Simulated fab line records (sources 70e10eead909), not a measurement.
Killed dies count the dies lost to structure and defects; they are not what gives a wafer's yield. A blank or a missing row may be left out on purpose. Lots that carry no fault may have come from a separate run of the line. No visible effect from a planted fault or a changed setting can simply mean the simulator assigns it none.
Problem report in the 8D (eight disciplines) form, filled by code / flow nand-harc / the parts of the form that need people (team, actions taken, sign-off) are left out

## 1. THE ISSUE
Wafers without a fault read 188.46 W, standard deviation 0.15; heater-power-total-W at NHARC_A_BLC_SOFTBAKE_05 reads a mean of 163.62 W on 9 wafers belonging to 3 lots. So: -99 or more standard deviations from the usual mean.
The step: time 55 s.
First seen on wafer L429.2, day 20 03:00, on litho-track-01. At this step, 39 wafers from 13 lots have a number in the record. The rule behind "out" and "out of limits": a value lying over 4 standard deviations away from the usual mean. All remaining wafers that have a number are taken as sound.

## 2. WHAT IT IS, WHAT IT ISN'T
question=which readings at this step | is=heater-power-total-W | is not=-
question=which lots | is=L427, L428, L429 | is not=L416, L417, L418, L419, L420, L422, L425, L435, L437, L438
question=which wafers of those lots | is=all that have a number | is not=-
question=read on which tools | is=litho-track-01 | is not=litho-track-04, litho-track-06
question=when | is=from day 20 03:00 | is not=up to then (21 sound wafers); but 9 sound wafers of L435, L437, L438 came after

## 3. WHAT RULES OUT EACH SUSPECT
Counting: a tool stays on the suspect list if, at a process step up to the reading, it processed all lots that are out and no sound lot following the first of them.
- litho-track-01 at NHARC_A_BLC_SOFTBAKE_05 (time 55 s): kept. It processed each lot that is out, first L429 at day 20 03:00, and no sound lot thereafter; up to then, the last sound lot it processed was L425 at day 19 21:00. Out on those wafers are its own readings of heater-power-total-W.
Left after counting: litho-track-01 at NHARC_A_BLC_SOFTBAKE_05.

## 4. THE CAUSE (what the simulator had put in)
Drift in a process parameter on litho-track-01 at NHARC_A_BLC_SOFTBAKE_05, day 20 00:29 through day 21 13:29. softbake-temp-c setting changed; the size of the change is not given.
The count eliminated every tool but this one.

## 5. SEQUENCE OF EFFECTS, ordered by route
Each row: a reading whose mean over the struck wafers that have a number lies more than 3 standard deviations from the usual. Only readings whose record carries a usual standard deviation are examined. hours: median over the lots of the time between each lot's start at the first step of this table that gives one and its start at this step. sigmas: the change, counted in usual standard deviations.
hours=0; step=NHARC_A_BLC_SOFTBAKE_05; reading=heater-power-total-W; usual=188.46 W; on struck wafers=163.62; change=-24.84; sigmas=-99 or more
It contains these process steps:
- NHARC_A_BLC_SOFTBAKE_05: time 55 s.
At these later measuring or inspecting steps, every struck wafer for which the step has a row has a number for every such reading, and none has moved that far: NHARC_END_SORT_01.

## 6. HOW IT WOULD HAVE BEEN CAUGHT EARLIER
First out-of-limits reading in this record: day 20 03:00, which is 3 hours after fault onset at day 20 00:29.
